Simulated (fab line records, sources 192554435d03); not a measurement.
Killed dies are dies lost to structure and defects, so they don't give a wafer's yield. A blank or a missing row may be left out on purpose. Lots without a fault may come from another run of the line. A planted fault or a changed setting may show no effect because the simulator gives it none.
Which tool did it? | flow n5_finfet | 11 lots, 31 wafers sampled, at 4 steps of a route of 1938

WHAT THE GAUGES READ, wafer by wafer
N5_MIM_TOP_LITHO_INSPECT_12: inspects for defects (macro). Usual: raw_defect_count 2.1, standard deviation 1.5.
lot  | measured     | on                | raw_defect_count | flag
L562 | day 12 16:10 | defect_inspect-01 | 2 1 3            |
L561 | day 13 05:02 | defect_inspect-01 | 4 4 1            |
L563 | day 13 06:31 | defect_inspect-02 | 1 7 0            |
L565 | day 13 15:37 | defect_inspect-02 | 0 3 2            |
L569 | day 14 05:20 | defect_inspect-02 | >300 >300 >300   | OFF
L568 | day 14 14:55 | defect_inspect-02 | >300 >300 >300   | OFF
L580 | day 16 15:40 | defect_inspect-01 | 3 0              |
L581 | day 17 10:56 | defect_inspect-01 | 3 2 1            |
L582 | day 17 22:17 | defect_inspect-01 | 3 2 1            |
L584 | day 17 22:51 | defect_inspect-02 | 2 3 0            |
L583 | day 18 03:38 | defect_inspect-02 | 2 3              |

WHICH TOOL RAN EACH LOT (tool, then ch and the chambers of the sampled wafers, then the start)
lot  | N5_BEOL_M15_CMP_49            | N5_MIM_TOP_ALD_02                           | N5_MIM_TOP_SPUTTER_03
L562 | cmp-01 ch 0,1,2, day 12 11:15 | ald_hk-01 ch 0,1,2, day 12 15:36 or earlier | pvd_sputter-01, day 12 15:36
L561 | cmp-01 ch 2,3, day 12 23:05   | ald_hk-01 ch 0,2,3, day 13 04:35 or earlier | pvd_sputter-01, day 13 04:35
L563 | cmp-02 ch 0,1,3, day 13 02:27 | ald_hk-02 ch 0,1,2, day 13 06:05 or earlier | pvd_sputter-03, day 13 06:05
L565 | cmp-02 ch 1,2,3, day 13 12:44 | ald_hk-02 ch 0,1,2, day 13 15:11 or earlier | pvd_sputter-03, day 13 15:11
L569 | cmp-04 ch 0,2,3, day 14 01:16 | ald_hk-01 ch 0,1, day 14 04:53 or earlier   | pvd_sputter-03, day 14 04:53
L568 | cmp-02 ch 0,2,3, day 14 08:58 | ald_hk-03 ch 1,2, day 14 14:21 or earlier   | pvd_sputter-03, day 14 14:21
L580 | cmp-01 ch 2, day 16 11:26     | ald_hk-02 ch 2,3, day 16 15:05 or earlier   | pvd_sputter-02, day 16 15:05
L581 | cmp-01 ch 0,2,3, day 17 05:50 | ald_hk-03 ch 0,2,3, day 17 10:30 or earlier | pvd_sputter-03, day 17 10:30
L582 | cmp-04 ch 0,3, day 17 17:34   | ald_hk-02 ch 0,2,3, day 17 21:43 or earlier | pvd_sputter-03, day 17 21:43
L584 | cmp-01 ch 0,1,3, day 17 19:02 | ald_hk-03 ch 0,1,2, day 17 22:25 or earlier | pvd_sputter-02, day 17 22:25
L583 | cmp-01 ch 0, day 18 00:06     | ald_hk-03 ch 0, day 18 03:04 or earlier     | pvd_sputter-02, day 18 03:04
- N5_BEOL_M15_CMP_49: polishes, stops on SiO2, t overpolish 4.9 s, target thk 850 nm.
- N5_MIM_TOP_ALD_02: deposits Al2O3, purge time 3 s, co reactant pulse time 3 s.
- N5_MIM_TOP_SPUTTER_03: material TiN, target thk 35 nm, time 89.7 s.

WHAT THE TOOLS THEMSELVES READ (means of the sampled wafers that have a number; where no wafer has one, the mark that the record gives instead)
N5_BEOL_M15_CMP_49. Usual: barrier_field_endpoint_s 11.49 s, standard deviation 0.27; motor_current_A 7.6 A, standard deviation 0.76; overpolish_run_s 4.901 s, standard deviation 0.0082.
lot  | tool   | barrier_field_endpoint_s (s) | motor_current_A (A) | overpolish_run_s (s) | flag
L562 | cmp-01 | 11.41                        | 8.2                 | 4.906                |
L561 | cmp-01 | 11.59                        | 8.4                 | 4.902                |
L563 | cmp-02 | 11.22                        | 7.1                 | 4.900                |
L565 | cmp-02 | 11.82                        | 7.0                 | 4.893                |
L569 | cmp-04 | 11.22                        | 7.4                 | 4.904                |
L568 | cmp-02 | 11.48                        | 7.1                 | 4.901                |
L580 | cmp-01 | 11.18                        | 8.8                 | 4.896                |
L581 | cmp-01 | 11.65                        | 8.0                 | 4.900                |
L582 | cmp-04 | 11.42                        | 8.0                 | 4.899                |
L584 | cmp-01 | 11.26                        | 7.8                 | 4.899                |
L583 | cmp-01 | 11.35                        | 7.8                 | 4.895                |

N5_MIM_TOP_ALD_02. Usual: precursor_pulse_height_rel 0.999, standard deviation 0.02.
lot  | tool      | precursor_pulse_height_rel | flag
L562 | ald_hk-01 | 0.989                      |
L561 | ald_hk-01 | 1.002                      |
L563 | ald_hk-02 | 1.011                      |
L565 | ald_hk-02 | 0.989                      |
L569 | ald_hk-01 | 0.996                      |
L568 | ald_hk-03 | 1.030                      |
L580 | ald_hk-02 | 0.986                      |
L581 | ald_hk-03 | 1.012                      |
L582 | ald_hk-02 | 0.999                      |
L584 | ald_hk-03 | 0.977                      |
L583 | ald_hk-03 | 1.024                      |

N5_MIM_TOP_SPUTTER_03. Usual: cathode_dc_power_W 3000.0 W, standard deviation 0.55; throttle_valve_pct 30.8 %, standard deviation 0.86.
lot  | tool           | cathode_dc_power_W (W) | throttle_valve_pct (%) | flag
L562 | pvd_sputter-01 | 3000.5                 | 30.0                   |
L561 | pvd_sputter-01 | 2999.8                 | 29.9                   |
L563 | pvd_sputter-03 | 2999.8                 | 30.8                   |
L565 | pvd_sputter-03 | 3000.3                 | 31.1                   |
L569 | pvd_sputter-03 | 3000.0                 | 31.0                   |
L568 | pvd_sputter-03 | 3000.0                 | 30.8                   |
L580 | pvd_sputter-02 | 2999.9                 | 30.5                   |
L581 | pvd_sputter-03 | 3000.5                 | 30.9                   |
L582 | pvd_sputter-03 | 2999.8                 | 30.9                   |
L584 | pvd_sputter-02 | 2999.6                 | 30.8                   |
L583 | pvd_sputter-02 | 3000.4                 | 31.4                   |

THE ANSWER, worked out from the rows above alone
Rule: a lot is off if the mean of its wafers that have a number lies more than 3 standard deviations from the usual mean. A lot without any number at a reading at which 4 lots or more have one is off too. The other lots that the step has rows for count as sound. The gauges are gone through in route order, then the tools' own readings, and for those a lot's mean is taken as printed above. The first step at which some lot is off is used, and at that step the reading that is off furthest; a lot without a number counts as furthest.
Off: L569, L568, at N5_MIM_TOP_LITHO_INSPECT_12 (raw_defect_count). Without a number there: L569, L568.
A tool fits if, at a process step before that reading, it ran every lot that is off, and no sound lot after the first of them. The gauges at N5_MIM_TOP_LITHO_INSPECT_12 are tried like those tools. N5_MIM_TOP_ALD_02 gives no start for some lots, so the hours and the order of its lots are those of N5_MIM_TOP_SPUTTER_03. None of those tried fits.

WHAT THE SIMULATOR HAD PUT IN
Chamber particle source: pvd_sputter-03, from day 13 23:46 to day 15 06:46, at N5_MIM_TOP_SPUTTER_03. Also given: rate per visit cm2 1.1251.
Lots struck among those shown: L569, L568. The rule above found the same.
